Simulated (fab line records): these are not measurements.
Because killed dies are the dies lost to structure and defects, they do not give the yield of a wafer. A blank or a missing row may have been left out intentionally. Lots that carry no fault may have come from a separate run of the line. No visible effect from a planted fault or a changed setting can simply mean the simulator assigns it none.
Matching of chambers + flow n5_finfet + N5_MOL_CONTACT_COAG_ETCH_67 on rie_diel-01: 4 sister chambers
The step etches SOC in N2/H2, target depth 60 nm, overetch 21 nm, time 101.2 s. 14 wafers are shown with their chamber, then 7 later ones without.

## EACH WAFER AND ITS CHAMBER
| wafer  | chamber | drypump_motor_current_A (A) | showerhead_plenum_p_Torr (Torr) | throttle_valve_pct (%) |
|--------|---------|-----------------------------|---------------------------------|------------------------|
| L079.1 | 3       | 4.9                         | 2.52                            | 17.73                  |
| L079.4 | 1       | 4.7                         | 2.63                            | 17.88                  |
| L079.5 | 2       | 6.3                         | 2.52                            | 17.99                  |
| L081.2 | 3       | 4.8                         | 2.52                            | 17.76                  |
| L081.4 | 1       | 4.7                         | 2.63                            | 17.90                  |
| L081.6 | 2       | 6.3                         | 2.52                            | 17.99                  |
| L083.3 | 0       | 4.9                         | 2.47                            | 17.44                  |
| L083.5 | 2       | 6.3                         | 2.51                            | 18.00                  |
| L083.6 | 1       | 4.7                         | 2.63                            | 17.91                  |
| L084.2 | 1       | 4.7                         | 2.63                            | 17.91                  |
| L084.3 | 3       | 4.9                         | 2.52                            | 17.76                  |
| L084.6 | 3       | 4.9                         | 2.52                            | 17.76                  |
| L093.3 | 0       | 4.9                         | 2.46                            | 17.48                  |
| L093.5 | 1       | 4.7                         | 2.62                            | 17.93                  |

SIGNATURES, as means of the wafers listed above
| reading                  | chamber 0 | chamber 1 | chamber 2 | chamber 3 | scatter within a chamber |
|--------------------------|-----------|-----------|-----------|-----------|--------------------------|
| drypump_motor_current_A  | 4.900     | 4.700     | 6.300     | 4.875     | 0.0274                   |
| showerhead_plenum_p_Torr | 2.4650    | 2.6280    | 2.5167    | 2.5200    | 0.00443                  |
| throttle_valve_pct       | 17.4600   | 17.9060   | 17.9933   | 17.7525   | 0.0169                   |
Rule: for a wafer and a chamber, the distance is found by dividing, reading by reading, the gap between the wafer's reading and the chamber's mean by the reading's scatter, squaring, summing and taking the root. The wafer belongs to the nearest chamber; if the next one is less than 2 further off, it can't be placed. How the scatter is found: for the shown wafers, subtract from each reading the mean of its chamber, square and add these, divide the total by (wafers less chambers), then take the root.

## WAFERS MISSING THEIR CHAMBER
| wafer  | drypump_motor_current_A (A) | showerhead_plenum_p_Torr (Torr) | throttle_valve_pct (%) |
|--------|-----------------------------|---------------------------------|------------------------|
| L093.6 | 4.8                         | 2.51                            | 17.42                  |
| L094.1 | 4.8                         | 2.62                            | 17.95                  |
| L094.3 | 4.8                         | 2.51                            | 17.42                  |
| L094.5 | 4.9                         | 2.46                            | 17.49                  |
| L095.3 | 6.3                         | 2.51                            | 17.65                  |
| L095.4 | 4.9                         | 2.51                            | 17.43                  |
| L095.5 | 4.9                         | 2.51                            | 17.43                  |

## WHICH CHAMBER EACH ONE RAN IN
| wafer  | from the rows above | in truth                   |
|--------|---------------------|----------------------------|
| L093.6 | 0                   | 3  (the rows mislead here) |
| L094.1 | 1                   | 1                          |
| L094.3 | 0                   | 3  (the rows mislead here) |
| L094.5 | 0                   | 0                          |
| L095.3 | 2                   | 2                          |
| L095.4 | 0                   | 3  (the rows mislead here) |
| L095.5 | 0                   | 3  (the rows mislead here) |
Correct placement for 3 of the 7. Number that these rows cannot place: 0. Placed wrongly: 4.
